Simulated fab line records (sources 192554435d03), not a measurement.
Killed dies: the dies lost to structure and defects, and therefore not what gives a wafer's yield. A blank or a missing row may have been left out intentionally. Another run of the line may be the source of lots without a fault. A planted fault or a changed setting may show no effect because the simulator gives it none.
Which tool did it? + flow n5 finfet + Sampling: 10 lots, 30 wafers, 2 of 1938 route steps

WHAT EACH GAUGE READ, for each wafer
N5_WELL_APT_CD_MEAS_25: the cd target is 200 nm.
| lot  | measured    | on        | cd nm (nm)        |
|------|-------------|-----------|-------------------|
| L785 | day 2 09:42 | cd sem-03 | 198.3 200.5 200.3 |
| L786 | day 2 15:02 | cd sem-01 | 206.7 203.1 200.6 |
| L789 | day 3 09:11 | cd sem-01 | 199.0 200.7 199.1 |
| L790 | day 3 15:16 | cd sem-03 | 218.8 219.0 217.7 |
| L794 | day 4 14:44 | cd sem-02 | 217.0 219.9 217.9 |
| L796 | day 5 03:58 | cd sem-01 | 198.9 196.2 196.7 |
| L799 | day 5 21:09 | cd sem-02 | 196.6 200.1 200.5 |
| L800 | day 6 03:38 | cd sem-01 | 197.4 199.5 199.0 |
| L803 | day 6 21:56 | cd sem-01 | 199.5 197.5 198.3 |
| L804 | day 7 03:27 | cd sem-01 | 203.8 200.7 199.1 |

WHICH TOOL RAN EACH LOT (tool, then ch and the chambers of the sampled wafers, then the start)
| lot  | N5_WELL_APT_PEB_23               |
|------|----------------------------------|
| L785 | litho track-03 ch 0, day 2 09:35 |
| L786 | litho track-01 ch 0, day 2 14:55 |
| L789 | litho track-03 ch 0, day 3 09:04 |
| L790 | litho track-03 ch 0, day 3 15:09 |
| L794 | litho track-03 ch 0, day 4 14:38 |
| L796 | litho track-04 ch 0, day 5 03:51 |
| L799 | litho track-04 ch 0, day 5 21:02 |
| L800 | litho track-04 ch 0, day 6 03:31 |
| L803 | litho track-04 ch 0, day 6 21:49 |
| L804 | litho track-04 ch 0, day 7 03:20 |
- N5_WELL_APT_PEB_23: peb time 90 s.

THE ANSWER, worked out from the rows above alone
Rule: the lots themselves supply what counts as usual. The widest of any qualifying gaps counts: lots, ordered by their means at a reading, are off when they make up no more than a third of the lots, leave a main group of 4 or more, and stand apart from it by 3 or more times the standard deviation of that group's means. A main group is skipped when, at the precision printed for the reading in the tables above, its means are all equal. Also off: a lot with no number at a reading for which 4 or more lots have one. Where the step has rows for the other lots, those lots are counted as sound.
Off: L790, L794, at N5_WELL_APT_CD_MEAS_25 (cd nm). The main group: mean 199.7 nm, standard deviation 1.8.
If a tool, at a process step before that reading, ran all the lots that are off and no sound lot after the first of them, it fits. Those tools and the gauges at N5_WELL_APT_CD_MEAS_25 are tried in the same way. One fits: litho track-03 at N5_WELL_APT_PEB_23. A fault onset in the window from L789 (day 3 09:04, its last sound lot) to L790 (day 3 15:09, its first lot off) fits.

WHAT THE SIMULATOR PUT IN
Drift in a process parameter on litho track-03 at N5_WELL_APT_PEB_23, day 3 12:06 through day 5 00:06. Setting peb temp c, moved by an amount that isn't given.
Lots struck among those shown: L790, L794. Same finding as the rule above.
